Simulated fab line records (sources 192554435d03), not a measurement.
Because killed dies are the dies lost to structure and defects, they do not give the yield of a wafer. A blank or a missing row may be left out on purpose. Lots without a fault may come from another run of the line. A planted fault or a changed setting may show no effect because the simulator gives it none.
Split-lot trial | flow n5_finfet | 7 lots, 21 wafers read, on a route of 1938 steps

== SPLIT DETAILS ==
At N5_FIN_SAQP_PECVD_06 (deposits a-Si from SiH4/He, target thk 60 nm, time 48.1 s), the setting time_s was moved away from the recipe's 48.1 s on 4 of the 21 wafers read, by -12.5% to +10.4%. The other wafers ran this setting at the recipe's value.

== FROM THE SPLIT TO THE READING: what the file shows between them, 5 steps ==
- N5_FIN_SAQP_THK_MEAS_07
- N5_FIN_SAQP_HM_DEP_72: deposits SiO2 from SiH4/N2O, target thk 12 nm, time 7.2 s
- N5_FIN_SAQP_COAT_49: time 60 s, resist thk 100 nm
- N5_FIN_SAQP_HM_OPEN_73: chemistry CHF3/O2, target SiO2, stops on a-Si, target depth 12 nm, time 16.8 s
- N5_FIN_SAQP_STRIP_74: strips in CHF3/O2

== THE READING ==
oes_product_au, in a.u., at N5_FIN_SAQP_MANDREL_ETCH_22 (etches a-Si in HBr/Cl2, stops on SiNx, target depth 60 nm, bt time 10 s, time 30 s). Typical for fault-free wafers on this fab line: 0.771 a.u., with standard deviation 0.01 a.u.

wafer  | tool, chamber at the split | time_s as run, s | against the recipe | oes_product_au, a.u. | against lot-mates on the recipe
L077.3 | pecvd-03, 0                | 48.1             | recipe             | 0.760                | -
L077.5 | pecvd-03, 2                | 48.1             | recipe             | 0.757                | -
L077.6 | pecvd-03, 1                | 48.1             | recipe             | 0.768                | -
L078.1 | pecvd-03, 0                | 48.1             | recipe             | 0.774                | -
L078.2 | pecvd-03, 1                | 48.1             | recipe             | 0.776                | -
L078.3 | pecvd-03, 2                | 48.1             | recipe             | 0.777                | -
L083.4 | pecvd-01, 0                | 48.1             | recipe             | 0.786                | -
L083.5 | pecvd-01, 1                | 42.07            | -12.5%             | 0.717                | -0.063
L083.6 | pecvd-01, 2                | 48.1             | recipe             | 0.774                | -
L086.1 | pecvd-01, 1                | 48.1             | recipe             | 0.772                | -
L086.4 | pecvd-01, 0                | 48.1             | recipe             | 0.758                | -
L086.5 | pecvd-01, 2                | 48.1             | recipe             | 0.770                | -
L087.1 | pecvd-01, 2                | 48.1             | recipe             | 0.772                | -
L087.4 | pecvd-01, 2                | 53.1             | +10.4%             | 0.840                | +0.068
L087.6 | pecvd-01, 1                | 53.1             | +10.4%             | 0.829                | +0.057
L088.2 | pecvd-03, 1                | 48.1             | recipe             | 0.769                | -
L088.3 | pecvd-03, 1                | 48.1             | recipe             | 0.757                | -
L088.5 | pecvd-03, 1                | 48.1             | recipe             | 0.762                | -
L092.2 | pecvd-02, 2                | 48.1             | recipe             | 0.768                | -
L092.3 | pecvd-02, 0                | 43.51            | -9.5%              | 0.712                | -0.052
L092.5 | pecvd-02, 2                | 48.1             | recipe             | 0.761                | -

FIT RESULTS
A straight line over all 21 wafers: oes_product_au changes by +0.00551 a.u. for each +1% of time_s; r = +0.95; the points scatter about the line by 0.0091 a.u.
The same after taking each lot's own level away (the mean of its wafers on the recipe; 21 wafers): +0.00558 a.u. for each +1%; r = +0.98; scatter 0.0051 a.u.
The reading moves by 0.07 a.u. for the largest change in time_s, on that fit.
The span of the lots' own levels, 0.7617 to 0.7800 a.u., comes to 1.8 times the standard deviation stated above.
Hence the lot-to-lot level has little effect on the slope; both slopes agree.
Check: with one of the wafers moved furthest among these (-12.5%) left out of the fit, the line predicts -0.073 a.u. for it against its lot-mates. Against them it came out at -0.063 a.u.

== THE WHOLE CHAIN: every reading that the file lists as answering this split, in the file's order ==
step                        | what it does                                                                       | reading                                                                           | change (the file's fit)                   | r (the file's)
N5_FIN_SAQP_PECVD_06        | deposits a-Si from SiH4/He, target thk 60 nm, time 48.1 s                          | a-Si_of_FIN_SAQP_PECVD_06.thk_nm (the simulator's own value, which no gauge read) | +0.629 nm for each +1% of the setting     | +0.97
N5_FIN_SAQP_THK_MEAS_07     |                                                                                    | thk_nm                                                                            | withheld for each +1% of the setting      | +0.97
N5_FIN_SAQP_MANDREL_ETCH_22 | etches a-Si in HBr/Cl2, stops on SiNx, target depth 60 nm, bt time 10 s, time 30 s | oes_product_au                                                                    | +0.00547 a.u. for each +1% of the setting | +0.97
N5_FIN_SAQP_MANDREL_ETCH_22 | etches a-Si in HBr/Cl2, stops on SiNx, target depth 60 nm, bt time 10 s, time 30 s | etch.depth_nm (the simulator's own value, which no gauge read)                    | +0.628 nm for each +1% of the setting     | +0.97
N5_FIN_SAQP_SPACER1_ALD_24  | deposits SiO2, target thk 20.3 nm, pulse time 1 s, purge time 2 s                  | a-Si_of_FIN_SAQP_PECVD_06.thk_nm (the simulator's own value, which no gauge read) | +0.625 nm for each +1% of the setting     | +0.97

== FILE'S OWN FIT ==
oes_product_au changes by +0.00547 a.u. for each +1% of time_s, r = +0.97.
